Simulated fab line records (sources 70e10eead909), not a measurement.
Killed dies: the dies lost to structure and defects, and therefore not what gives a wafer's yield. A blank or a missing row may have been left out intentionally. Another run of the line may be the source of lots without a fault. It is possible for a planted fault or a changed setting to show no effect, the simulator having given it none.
Which of the tools did it?    flow nand-harc    72 wafers from 24 lots sampled at 6 of the route's 1302 steps

## WHAT EACH GAUGE READ, for each wafer
Not one reading of a measure or inspect step in the record can be checked against a usual standard deviation.

## TOOL THAT RAN EACH LOT (tool first, then ch and the chambers of the sampled wafers, then the start)
lot   NHARC_A_CHANNEL_HOLE_D2_DESCUM_15   NHARC_A_CHANNEL_FILL_D2_ALD_02    NHARC_A_CHANNEL_FILL_D2_ALD_16    NHARC_A_STAIRCASE_DEP_156        NHARC_A_STAIRCASE_TRIM_14       NHARC_A_STAIRCASE_ETCH_15
L074  rie-diel-04 ch 0,2, day 13 06:40    ald-hk-04 ch 1,2,3, day 13 13:57  ald-hk-02 ch 0,2, day 14 02:27    pecvd-02 ch 1,2, day 15 15:19    rie-diel-12 ch 0,2,3, no start  rie-diel-12 ch 0,2,3, no start
L076  rie-diel-04 ch 0,2,3, day 14 03:44  ald-hk-04 ch 0,3, day 14 11:13    ald-hk-04 ch 0,1, day 14 23:17    pecvd-01 ch 0,1,2, day 16 14:50  rie-diel-11 ch 0,1,2, no start  rie-diel-11 ch 0,1,3, no start
L075  rie-diel-08 ch 0,2,3, day 14 04:19  ald-hk-04 ch 0,3, day 14 14:50    ald-hk-04 ch 1,2,3, day 15 03:02  pecvd-02 ch 0,1, day 16 14:38    rie-diel-12 ch 1,3, no start    rie-diel-12 ch 0,1, no start
L077  rie-diel-04 ch 0,2,3, day 14 16:22  ald-hk-01 ch 1,2,3, day 15 00:29  ald-hk-04 ch 0,1,3, day 15 12:32  pecvd-02 ch 0,1, day 17 00:26    rie-diel-12 ch 1,2, no start    rie-diel-12 ch 1,2,3, no start
L079  rie-diel-08 ch 0,1, day 14 18:07    ald-hk-02 ch 0,1,2, day 15 01:16  ald-hk-02 ch 0,1,2, day 15 12:32  pecvd-03 ch 0,1, day 17 00:26    rie-diel-07 ch 0,1,3, no start  rie-diel-07 ch 1,2,3, no start
L078  rie-diel-04 ch 2,3, day 14 18:17    ald-hk-04 ch 2,3, day 15 04:27    ald-hk-04 ch 0,1, day 15 16:37    pecvd-02 ch 1,2, day 17 04:40    rie-diel-07 ch 2,3, no start    rie-diel-07 ch 1,2, no start
L080  rie-diel-04 ch 0,1,2, day 15 17:14  ald-hk-01 ch 0,1,2, day 16 00:25  ald-hk-02 ch 0,3, day 16 12:40    pecvd-03 ch 0,1,2, day 18 05:39  rie-diel-12 ch 1,2,3, no start  rie-diel-12 ch 0,1,2, no start
L082  rie-diel-02 ch 0,2,3, day 16 08:30  ald-hk-01 ch 0,2,3, day 16 15:40  ald-hk-02 ch 0,1,3, day 17 03:50  pecvd-02 ch 1,2, day 18 19:37    rie-diel-11 ch 0,2,3, no start  rie-diel-11 ch 1,2,3, no start
L081  rie-diel-08 ch 2,3, day 16 17:20    ald-hk-01 ch 0,1, day 17 00:29    ald-hk-04 ch 2,3, day 17 12:40    pecvd-01 ch 0,1,2, day 19 03:35  rie-diel-12 ch 0,2,3, no start  rie-diel-12 ch 0,2,3, no start
L083  rie-diel-02 ch 1,2,3, day 16 18:16  ald-hk-02 ch 1,2,3, day 17 02:26  ald-hk-01 ch 1,2,3, day 17 12:38  pecvd-02 ch 0,1,2, day 18 23:50  rie-diel-12 ch 2,3, no start    rie-diel-12 ch 0,1,3, no start
L084  rie-diel-04 ch 0,2, day 17 11:19    ald-hk-01 ch 2,3, day 17 21:35    ald-hk-01 ch 2,3, day 18 11:49    pecvd-01 ch 0,2, day 20 02:22    rie-diel-12 ch 0,2,3, no start  rie-diel-12 ch 0,2, no start
L085  rie-diel-08 ch 0,2,3, day 18 03:38  ald-hk-04 ch 1,2,3, day 18 10:52  ald-hk-02 ch 0,1,3, day 18 23:02  pecvd-02 ch 0,1,2, day 20 11:58  rie-diel-11 ch 1,2,3, no start  rie-diel-11 ch 0,2,3, no start
L087  rie-diel-02 ch 1,2,3, day 18 14:50  ald-hk-04 ch 0,1,2, day 18 23:10  ald-hk-01 ch 0,1, day 19 11:11    pecvd-02 ch 0,1,2, day 21 04:10  rie-diel-11 ch 0,2,3, no start  rie-diel-11 ch 0,2,3, no start
L086  rie-diel-08 ch 2,3, day 18 15:35    ald-hk-02 ch 0,1, day 19 00:41    ald-hk-01 ch 1,3, day 19 11:21    pecvd-03 ch 0,2, day 20 23:48    rie-diel-07 ch 0,1,3, no start  rie-diel-07 ch 0,1,3, no start
L089  rie-diel-08 ch 0,2,3, day 19 08:08  ald-hk-01 ch 0,1,2, day 19 15:24  ald-hk-04 ch 0,2,3, day 20 03:34  pecvd-02 ch 0,1,2, day 21 18:25  rie-diel-12 ch 0,2,3, no start  rie-diel-12 ch 0,2, no start
L088  rie-diel-02 ch 0,2, day 19 10:08    ald-hk-01 ch 0,2,3, day 19 17:59  ald-hk-02 ch 0,1,3, day 20 03:41  pecvd-03 ch 1,2, day 21 14:35    rie-diel-11 ch 2,3, no start    rie-diel-11 ch 0,3, no start
L090  rie-diel-02 ch 0,1,2, day 19 16:52  ald-hk-04 ch 0,2,3, day 20 00:04  ald-hk-04 ch 0,2,3, day 20 12:08  pecvd-02 ch 1,2, day 22 01:53    rie-diel-11 ch 0,1,3, no start  rie-diel-11 ch 2,3, no start
L092  rie-diel-08 ch 0,1,3, day 20 08:34  ald-hk-01 ch 0,1,3, day 20 17:16  ald-hk-02 ch 1,2,3, day 21 06:44  pecvd-02 ch 0,1,2, day 22 21:23  rie-diel-07 ch 0,1,2, no start  rie-diel-07 ch 1,2,3, no start
L091  rie-diel-04 ch 0,2, day 20 09:06    ald-hk-01 ch 2,3, day 20 17:56    ald-hk-02 ch 0,1,2, day 21 06:54  pecvd-03 ch 0, day 22 21:37      rie-diel-07 ch 0,2,3, no start  rie-diel-07 ch 0,1, no start
L093  rie-diel-02 ch 0,1,3, day 20 20:35  ald-hk-02 ch 0,1,2, day 21 06:17  ald-hk-01 ch 1,2,3, day 21 18:28  pecvd-01 ch 0,1,2, day 23 06:35  rie-diel-07 ch 0,2,3, no start  rie-diel-07 ch 1,2,3, no start
L094  rie-diel-02 ch 0,1, day 21 10:26    ald-hk-02 ch 1,2,3, day 21 18:13  ald-hk-04 ch 1,2, day 22 08:47    pecvd-02 ch 0,1,2, day 23 21:34  rie-diel-11 ch 1,2,3, no start  rie-diel-11 ch 0,1,2, no start
L095  rie-diel-02 ch 0,1, day 22 07:56    ald-hk-02 ch 0,1,2, day 22 18:04  ald-hk-04 ch 0,1, day 23 06:07    pecvd-02 ch 0,1,2, day 24 18:47  rie-diel-07 ch 0,3, no start    rie-diel-07 ch 0,2, no start
L096  rie-diel-02 ch 0,2, day 22 16:28    ald-hk-04 ch 1,2, day 22 23:34    ald-hk-02 ch 1,3, day 23 11:46    pecvd-01 ch 0,2, day 24 23:45    rie-diel-11 ch 0,1, no start    rie-diel-11 ch 0,1, no start
L097  rie-diel-08 ch 1,2,3, day 23 04:14  ald-hk-01 ch 0,1, day 23 13:22    ald-hk-01 ch 0,1,2, day 23 23:35  pecvd-03 ch 0,2, day 25 11:20    rie-diel-07 ch 1,2,3, no start  rie-diel-07 ch 0,2,3, no start
- NHARC_A_CHANNEL_HOLE_D2_DESCUM_15: chemistry O2, time 3 s.
- NHARC_A_CHANNEL_FILL_D2_ALD_02: deposits SiO2, target thk 6 nm, pulse time 10 s, ald cycles 60.
- NHARC_A_CHANNEL_FILL_D2_ALD_16: deposits SiO2, target thk 1.5 nm, pulse time 10 s, ald cycles 15.
- NHARC_A_STAIRCASE_DEP_156: deposits SiNx, target thk 50 nm.
- NHARC_A_STAIRCASE_TRIM_14: chemistry O2, time 211.2 s.
- NHARC_A_STAIRCASE_ETCH_15: etches the open film in C4F8/O2, target depth 100 nm, time 40.5 s.

## WHAT THE TOOLS THEMSELVES READ (means of the sampled wafers that have a number; where no wafer has one, the mark that the record gives instead)
NHARC_A_CHANNEL_HOLE_D2_DESCUM_15.
lot   tool         drypump-motor-current-A (A)  o2-flow-sccm (sccm)  oes-product-au (a.u.)  rf-vpp-V (V)  showerhead-plenum-p-Torr (Torr)  throttle-valve-pct (%)
L074  rie-diel-04  6.6                          200.2                1.005                  57.6          1.95                             11.318
L076  rie-diel-04  6.2                          199.7                1.000                  58.4          1.92                             11.316
L075  rie-diel-08  6.2                          200.1                1.003                  58.1          1.92                             11.330
L077  rie-diel-04  6.2                          199.5                0.999                  57.9          1.92                             11.308
L079  rie-diel-08  6.0                          200.2                0.991                  57.6          1.88                             11.315
L078  rie-diel-04  5.8                          200.3                0.993                  57.5          1.89                             11.315
L080  rie-diel-04  6.7                          199.6                0.999                  57.8          1.92                             11.310
L082  rie-diel-02  5.8                          199.7                1.014                  57.1          1.88                             11.316
L081  rie-diel-08  6.3                          199.7                1.017                  57.7          1.92                             11.311
L083  rie-diel-02  5.7                          200.4                1.012                  59.1          1.96                             11.326
L084  rie-diel-04  6.6                          200.2                0.999                  58.7          1.95                             11.311
L085  rie-diel-08  6.2                          200.0                0.997                  57.9          1.92                             11.310
L087  rie-diel-02  5.6                          199.8                1.004                  58.3          1.96                             11.310
L086  rie-diel-08  6.3                          200.0                1.013                  57.4          1.92                             11.308
L089  rie-diel-08  6.2                          200.4                1.006                  57.1          1.92                             11.323
L088  rie-diel-02  6.3                          199.2                1.010                  57.8          1.79                             11.311
L090  rie-diel-02  6.1                          200.1                1.007                  57.3          1.87                             11.315
L092  rie-diel-08  6.1                          199.7                1.000                  57.2          1.88                             11.301
L091  rie-diel-04  6.6                          199.6                0.999                  57.7          1.95                             11.316
L093  rie-diel-02  5.6                          199.5                1.012                  57.2          1.94                             11.308
L094  rie-diel-02  6.1                          199.6                1.002                  58.0          1.93                             11.311
L095  rie-diel-02  6.2                          200.1                1.011                  57.6          1.85                             11.309
L096  rie-diel-02  6.2                          199.9                1.005                  57.6          1.79                             11.312
L097  rie-diel-08  5.9                          200.3                1.006                  58.4          1.93                             11.311

NHARC_A_CHANNEL_FILL_D2_ALD_02.
lot   tool       heater-power-w (W)  precursor-pulse-height-rel
L074  ald-hk-04  488                 0.983
L076  ald-hk-04  461                 1.013
L075  ald-hk-04  464                 1.017
L077  ald-hk-01  513                 1.005
L079  ald-hk-02  476                 0.973
L078  ald-hk-04  502                 1.001
L080  ald-hk-01  486                 0.987
L082  ald-hk-01  510                 0.988
L081  ald-hk-01  475                 0.999
L083  ald-hk-02  439                 1.003
L084  ald-hk-01  535                 1.004
L085  ald-hk-04  490                 0.996
L087  ald-hk-04  481                 1.001
L086  ald-hk-02  502                 0.995
L089  ald-hk-01  505                 1.000
L088  ald-hk-01  504                 1.009
L090  ald-hk-04  485                 0.994
L092  ald-hk-01  511                 0.990
L091  ald-hk-01  537                 1.020
L093  ald-hk-02  465                 0.998
L094  ald-hk-02  450                 0.997
L095  ald-hk-02  467                 0.995
L096  ald-hk-04  491                 0.996
L097  ald-hk-01  482                 0.993

NHARC_A_CHANNEL_FILL_D2_ALD_16.
lot   tool       heater-power-w (W)  precursor-pulse-height-rel
L074  ald-hk-02  445                 1.016
L076  ald-hk-04  441                 1.010
L075  ald-hk-04  486                 0.998
L077  ald-hk-04  451                 1.018
L079  ald-hk-02  485                 1.001
L078  ald-hk-04  440                 0.982
L080  ald-hk-02  483                 1.016
L082  ald-hk-02  489                 1.009
L081  ald-hk-04  522                 0.996
L083  ald-hk-01  519                 0.993
L084  ald-hk-01  530                 0.979
L085  ald-hk-02  498                 0.998
L087  ald-hk-01  492                 0.998
L086  ald-hk-01  520                 1.002
L089  ald-hk-04  491                 1.014
L088  ald-hk-02  495                 0.983
L090  ald-hk-04  491                 0.983
L092  ald-hk-02  446                 1.004
L091  ald-hk-02  464                 0.998
L093  ald-hk-01  500                 0.993
L094  ald-hk-04  448                 0.993
L095  ald-hk-04  436                 0.985
L096  ald-hk-02  471                 1.006
L097  ald-hk-01  486                 0.998

NHARC_A_STAIRCASE_DEP_156.
lot   tool      heater-power-w (W)  rf-fwd-power-W (W)
L074  pecvd-02  654                 448.0
L076  pecvd-01  703                 448.2
L075  pecvd-02  657                 447.8
L077  pecvd-02  798                 446.0
L079  pecvd-03  635                 447.8
L078  pecvd-02  693                 448.1
L080  pecvd-03  675                 448.2
L082  pecvd-02  630                 448.7
L081  pecvd-01  666                 446.7
L083  pecvd-02  638                 447.2
L084  pecvd-01  768                 447.3
L085  pecvd-02  683                 448.2
L087  pecvd-02  655                 448.1
L086  pecvd-03  685                 448.4
L089  pecvd-02  679                 447.4
L088  pecvd-03  749                 449.7
L090  pecvd-02  662                 447.8
L092  pecvd-02  698                 448.6
L091  pecvd-03  723                 448.0
L093  pecvd-01  732                 448.1
L094  pecvd-02  660                 449.1
L095  pecvd-02  677                 449.5
L096  pecvd-01  759                 446.9
L097  pecvd-03  787                 448.5

NHARC_A_STAIRCASE_TRIM_14.
lot   tool         drypump-motor-current-A (A)  o2-flow-sccm (sccm)  oes-product-au (a.u.)  rf-vpp-V (V)  showerhead-plenum-p-Torr (Torr)  throttle-valve-pct (%)
L074  rie-diel-12  6.2                          499.9                1.005                  56.9          3.46                             17.033
L076  rie-diel-11  5.9                          499.8                1.009                  58.3          3.64                             17.048
L075  rie-diel-12  6.2                          499.7                1.002                  57.4          3.55                             17.036
L077  rie-diel-12  5.9                          500.4                1.002                  57.6          3.52                             17.043
L079  rie-diel-07  5.6                          500.1                0.990                  57.1          3.46                             17.029
L078  rie-diel-07  5.3                          501.4                0.997                  57.8          3.61                             17.030
L080  rie-diel-12  6.1                          500.3                1.004                  57.4          3.53                             17.042
L082  rie-diel-11  5.6                          498.1                1.008                  57.7          3.59                             17.034
L081  rie-diel-12  6.2                          498.3                1.003                  57.6          3.45                             17.034
L083  rie-diel-12  6.0                          499.9                1.015                  58.5          3.52                             17.039
L084  rie-diel-12  6.2                          499.8                0.994                  57.5          3.45                             17.036
L085  rie-diel-11  6.0                          501.3                0.990                  58.0          3.72                             17.030
L087  rie-diel-11  5.6                          498.2                1.004                  57.2          3.58                             17.034
L086  rie-diel-07  5.6                          500.5                0.997                  57.8          3.44                             17.039
L089  rie-diel-12  6.2                          501.3                0.989                  57.1          3.44                             17.037
L088  rie-diel-11  5.7                          500.9                0.990                  58.0          3.67                             17.035
L090  rie-diel-11  5.7                          500.5                1.003                  57.8          3.58                             17.044
L092  rie-diel-07  5.5                          499.5                0.998                  58.6          3.59                             17.035
L091  rie-diel-07  5.2                          500.3                0.990                  58.2          3.49                             17.032
L093  rie-diel-07  5.2                          500.3                0.996                  58.1          3.48                             17.030
L094  rie-diel-11  6.0                          499.7                0.995                  58.4          3.70                             17.033
L095  rie-diel-07  5.1                          498.5                0.998                  57.1          3.39                             17.049
L096  rie-diel-11  5.7                          501.4                1.004                  57.9          3.48                             17.037
L097  rie-diel-07  5.7                          500.5                0.989                  57.4          3.52                             17.033

NHARC_A_STAIRCASE_ETCH_15.
lot   tool         bias-w (W)  oes-product-au (a.u.)  rf-fwd-power-W (W)  rf-vpp-V (V)
L074  rie-diel-12  1001        0.949                  596.4               894
L076  rie-diel-11  998         0.949                  593.1               899
L075  rie-diel-12  999         0.938                  594.1               894
L077  rie-diel-12  999         0.951                  591.7               897
L079  rie-diel-07  1001        0.957                  593.6               897
L078  rie-diel-07  1002        0.922                  595.5               902
L080  rie-diel-12  1000        0.952                  593.7               894
L082  rie-diel-11  1001        0.947                  593.7               903
L081  rie-diel-12  999         0.932                  594.8               894
L083  rie-diel-12  1000        0.939                  596.0               893
L084  rie-diel-12  1001        0.938                  595.0               893
L085  rie-diel-11  1004        0.945                  593.0               897
L087  rie-diel-11  1004        0.936                  595.8               897
L086  rie-diel-07  1002        0.942                  593.4               893
L089  rie-diel-12  997         0.940                  593.4               891
L088  rie-diel-11  999         0.957                  595.2               893
L090  rie-diel-11  1000        0.937                  595.4               901
L092  rie-diel-07  1000        0.937                  593.6               897
L091  rie-diel-07  998         0.943                  596.9               897
L093  rie-diel-07  998         0.928                  594.1               896
L094  rie-diel-11  999         0.949                  593.8               898
L095  rie-diel-07  1001        0.932                  594.4               896
L096  rie-diel-11  998         0.936                  592.2               899
L097  rie-diel-07  1001        0.932                  594.1               894

## THE ANSWER, worked out from the rows above alone
Rule: the usual values come from the lots themselves. Put in order of their means at a reading, lots are off if they are a third of the lots or fewer, leave a main group of 4 or more, and stand apart from it by a gap of 3 or more times the standard deviation of the main group's means; of several such gaps the widest counts. Not used: any main group whose means are identical at the precision the tables above print for the reading. Also off: a lot with no number at a reading for which 4 or more lots have one. Where the step has rows for the other lots, those lots are counted as sound. Order of review: gauges by route order, followed by the tools' own readings, for which a lot's mean as printed above is used. At the first step where some lot is off, the reading lying furthest off is the one used; lots without a number count as furthest.
No lot is off at any reading shown: from this, nothing can be told.

## WHAT THE SIMULATOR PUT IN
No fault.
